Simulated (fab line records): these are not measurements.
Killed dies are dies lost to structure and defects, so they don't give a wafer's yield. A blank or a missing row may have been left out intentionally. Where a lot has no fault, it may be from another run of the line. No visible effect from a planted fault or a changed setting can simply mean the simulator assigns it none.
Chamber matching + flow nand harc + NHARC_THIN_TSV_DEP_43 on pecvd-02 has 3 sister chambers
The step deposits SiO2, target thk 1328.5 nm. 3 wafers are shown with their chamber, then 8 later ones without.

== WAFERS PAIRED WITH THEIR CHAMBERS ==
| wafer  | chamber | throttle valve pct (%) |
|--------|---------|------------------------|
| L162.1 | 1       | 15.6                   |
| L162.5 | 2       | 16.3                   |
| L163.3 | 0       | 15.0                   |

== WAFERS MISSING THEIR CHAMBER ==
| wafer  | throttle valve pct (%) |
|--------|------------------------|
| L163.5 | 15.1                   |
| L163.6 | 15.3                   |
| L166.2 | 15.8                   |
| L166.3 | 16.7                   |
| L166.5 | 16.5                   |
| L165.3 | 15.9                   |
| L165.5 | 15.0                   |
| L165.6 | 14.7                   |

== EACH ONE'S CHAMBER ==
| wafer  | from the rows above     | in truth                   |
|--------|-------------------------|----------------------------|
| L163.5 | can't be placed: 0 or 1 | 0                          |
| L163.6 | can't be placed: 1 or 0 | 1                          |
| L166.2 | can't be placed: 1 or 2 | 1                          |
| L166.3 | 2                       | 2                          |
| L166.5 | 2                       | 2                          |
| L165.3 | can't be placed: 1 or 2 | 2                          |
| L165.5 | 0                       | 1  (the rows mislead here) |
| L165.6 | 0                       | 0                          |
Correct placement for 3 of the 8. From these rows, 4 cannot be placed; in 4 the true chamber is one of the candidates. Placed wrongly: 1.
How it was worked out, from the rows above alone: a wafer's distance from a chamber is the root of the sum, over the readings, of the square of ((its reading less the chamber's mean) divided by the reading's scatter). The wafer belongs to the nearest chamber; if the next one is less than 2 further off, it can't be placed. For every chamber, the mean is computed from those of its wafers that are shown. The scatter: root of mean squared gap, hidden wafer to nearest shown wafer, with one shown wafer a chamber.
